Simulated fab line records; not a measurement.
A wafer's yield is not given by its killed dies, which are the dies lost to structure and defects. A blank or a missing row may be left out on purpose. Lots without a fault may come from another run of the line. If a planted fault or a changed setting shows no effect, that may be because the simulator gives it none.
Matching of chambers | flow n5-finfet | N5_HKMG_FIN_ALD_21 on ald-metal-01: 4 sister chambers
The step deposits TiN, target thk 1.5 nm, pulse time 1 s, purge time 3 s. 4 wafers are shown with their chamber, then 7 later ones without.

EACH WAFER AND ITS CHAMBER
wafer  | chamber | heater-power-w (W)
L079.4 | 0       | 950
L087.5 | 2       | 871
L076.2 | 3       | 833
L076.3 | 1       | 812

WAFERS WITHOUT THEIR CHAMBER
wafer  | heater-power-w (W)
L076.5 | 853
L094.4 | 848
L094.5 | 869
L094.6 | 846
L096.1 | 970
L096.3 | 853
L096.4 | 849

WHICH CHAMBER EACH WENT THROUGH
wafer  | from the rows above          | in truth
L076.5 | can't be placed: 2 or 3 or 1 | 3
L094.4 | can't be placed: 3 or 2 or 1 | 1
L094.5 | 2                            | 2
L094.6 | can't be placed: 3 or 2 or 1 | 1
L096.1 | 0                            | 0
L096.3 | can't be placed: 2 or 3 or 1 | 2
L096.4 | can't be placed: 3 or 2 or 1 | 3
Correct placement for 2 of the 7. Unplaceable from these rows: 5, with the true chamber sitting among the candidates in 5. 0 placed wrongly.
How it was worked out, from the rows above alone: a wafer's distance from a chamber is the root of the sum, over the readings, of the square of ((its reading less the chamber's mean) divided by the reading's scatter). If the next closest chamber is less than 2 further off than the closest, the wafer can't be placed; otherwise it belongs to the closest. The mean given for a chamber averages the wafers shown for that chamber. The scatter: root of mean squared gap, hidden wafer to nearest shown wafer, with one shown wafer a chamber.
